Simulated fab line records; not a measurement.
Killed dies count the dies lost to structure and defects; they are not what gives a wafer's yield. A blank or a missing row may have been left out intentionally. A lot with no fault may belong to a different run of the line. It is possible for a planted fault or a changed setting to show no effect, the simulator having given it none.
Chamber matching	flow n5-finfet	N5_SD_EPI_P_ETCH_16 on rie-diel-03 has 4 sister chambers
The step etches SiO2 in CHF3/O2, target depth 5 nm. 14 wafers are shown with their chamber, then 7 later ones without.

## WAFERS WITH THEIR CHAMBER
wafer	chamber	rf-vpp-V (V)	drypump-motor-current-A (A)	showerhead-plenum-p-Torr (Torr)
L074.1	1	516	6.4	2.50
L074.2	0	558	5.9	2.52
L074.5	2	506	5.6	2.45
L075.1	2	506	5.6	2.45
L075.2	0	558	5.9	2.52
L075.3	3	510	5.9	2.50
L075.4	1	515	6.5	2.50
L075.5	3	509	5.9	2.50
L075.6	2	507	5.6	2.45
L090.4	2	506	5.6	2.44
L090.5	0	559	5.9	2.51
L090.6	3	508	5.9	2.49
L093.1	2	505	5.6	2.43
L093.4	0	558	5.9	2.51

SIGNATURES, as means of the wafers listed above
reading	chamber 0	chamber 1	chamber 2	chamber 3	scatter within a chamber
rf-vpp-V	558.25	515.50	506.00	509.00	0.725
drypump-motor-current-A	5.900	6.450	5.600	5.900	0.0224
showerhead-plenum-p-Torr	2.5150	2.5000	2.4440	2.4967	0.00698
Rule: for a wafer and a chamber, the distance is found by dividing, reading by reading, the gap between the wafer's reading and the chamber's mean by the reading's scatter, squaring, summing and taking the root. If the next closest chamber is less than 2 further off than the closest, the wafer can't be placed; otherwise it belongs to the closest. The scatter: the root of (the sum of the squares of (reading less its chamber's mean) over the shown wafers, divided by (wafers less chambers)).

## WAFERS WHOSE CHAMBER IS MISSING
wafer	rf-vpp-V (V)	drypump-motor-current-A (A)	showerhead-plenum-p-Torr (Torr)
L093.5	508	5.9	2.49
L094.2	508	5.9	2.49
L094.3	558	5.9	2.51
L094.4	505	5.6	2.43
L095.4	507	5.9	2.48
L095.5	505	5.6	2.43
L095.6	515	6.4	2.49

## EACH ONE'S CHAMBER
wafer	from the rows above	in truth
L093.5	3	3
L094.2	3	3
L094.3	0	0
L094.4	2	2
L095.4	3	3
L095.5	2	2
L095.6	1	1
7 of 7 placed correctly. Can't be placed from these rows: 0. Wrongly placed: 0.
